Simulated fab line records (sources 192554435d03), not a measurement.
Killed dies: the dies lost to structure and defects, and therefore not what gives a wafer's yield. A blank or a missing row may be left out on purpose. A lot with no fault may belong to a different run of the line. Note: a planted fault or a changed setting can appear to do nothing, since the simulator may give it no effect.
Matching of chambers | flow n5_finfet | N5_BEOL_M5_ETCH_61 on rie_diel-03: 4 sister chambers
The step etches SiARC in CF4, target depth 15.6 nm, time 26 s. 20 wafers are shown with their chamber, then 10 later ones without.

WAFERS WITH THEIR CHAMBER
wafer  | chamber | throttle_valve_pct (%) | showerhead_plenum_p_Torr (Torr) | oes_product_au (a.u.)
L074.3 | 3       | 15.70                  | 2.25                            | 0.69
L074.4 | 0       | 16.06                  | 2.14                            | 0.62
L074.5 | 0       | 16.08                  | 2.14                            | 0.61
L076.1 | 1       | 15.39                  | 2.19                            | 0.81
L076.2 | 0       | 16.08                  | 2.14                            | 0.61
L076.4 | 2       | 15.57                  | 2.16                            | 0.71
L079.2 | 2       | 15.59                  | 2.16                            | 0.72
L079.3 | 1       | 15.37                  | 2.19                            | 0.80
L079.4 | 3       | 15.70                  | 2.25                            | 0.68
L083.4 | 2       | 15.62                  | 2.16                            | 0.71
L083.5 | 2       | 15.59                  | 2.16                            | 0.71
L083.6 | 3       | 15.70                  | 2.24                            | 0.68
L087.1 | 0       | 16.10                  | 2.13                            | 0.61
L087.2 | 1       | 15.43                  | 2.18                            | 0.78
L087.3 | 2       | 15.61                  | 2.16                            | 0.70
L089.4 | 1       | 15.42                  | 2.18                            | 0.78
L089.5 | 3       | 15.73                  | 2.24                            | 0.67
L089.6 | 0       | 16.11                  | 2.13                            | 0.60
L088.1 | 0       | 16.11                  | 2.13                            | 0.60
L088.3 | 1       | 15.44                  | 2.18                            | 0.78

SIGNATURES (averages over the wafers above)
reading                  | chamber 0 | chamber 1 | chamber 2 | chamber 3 | scatter within a chamber
throttle_valve_pct       | 16.0900   | 15.4100   | 15.5960   | 15.7075   | 0.0218
showerhead_plenum_p_Torr | 2.1350    | 2.1840    | 2.1600    | 2.2450    | 0.00481
oes_product_au           | 0.6083    | 0.7900    | 0.7100    | 0.6800    | 0.00963
Rule: a wafer's distance from a chamber is the root of the sum, over the readings, of the square of ((its reading less the chamber's mean) divided by the reading's scatter). If the next closest chamber is less than 2 further off than the closest, the wafer can't be placed; otherwise it belongs to the closest. The scatter is the square root of a quotient: the sum, over the shown wafers, of each reading's squared deviation from its chamber's mean, divided by wafers minus chambers.

WAFERS WITHOUT THEIR CHAMBER
wafer  | throttle_valve_pct (%) | showerhead_plenum_p_Torr (Torr) | oes_product_au (a.u.)
L088.4 | 15.59                  | 2.16                            | 0.69
L092.1 | 16.11                  | 2.13                            | 0.60
L092.4 | 15.74                  | 2.24                            | 0.67
L092.5 | 16.14                  | 2.13                            | 0.60
L093.1 | 16.11                  | 2.13                            | 0.60
L093.4 | 15.74                  | 2.24                            | 0.67
L093.6 | 15.63                  | 2.16                            | 0.69
L097.2 | 15.77                  | 2.24                            | 0.66
L097.3 | 16.12                  | 2.13                            | 0.60
L097.5 | 15.76                  | 2.24                            | 0.67

CHAMBER TAKEN BY EACH
wafer  | from the rows above | in truth
L088.4 | 2                   | 2
L092.1 | 0                   | 0
L092.4 | 3                   | 3
L092.5 | 0                   | 0
L093.1 | 0                   | 0
L093.4 | 3                   | 3
L093.6 | 2                   | 2
L097.2 | 3                   | 3
L097.3 | 0                   | 0
L097.5 | 3                   | 3
Correctly placed: 10 of 10. From these rows, 0 cannot be placed. Number placed wrongly: 0.
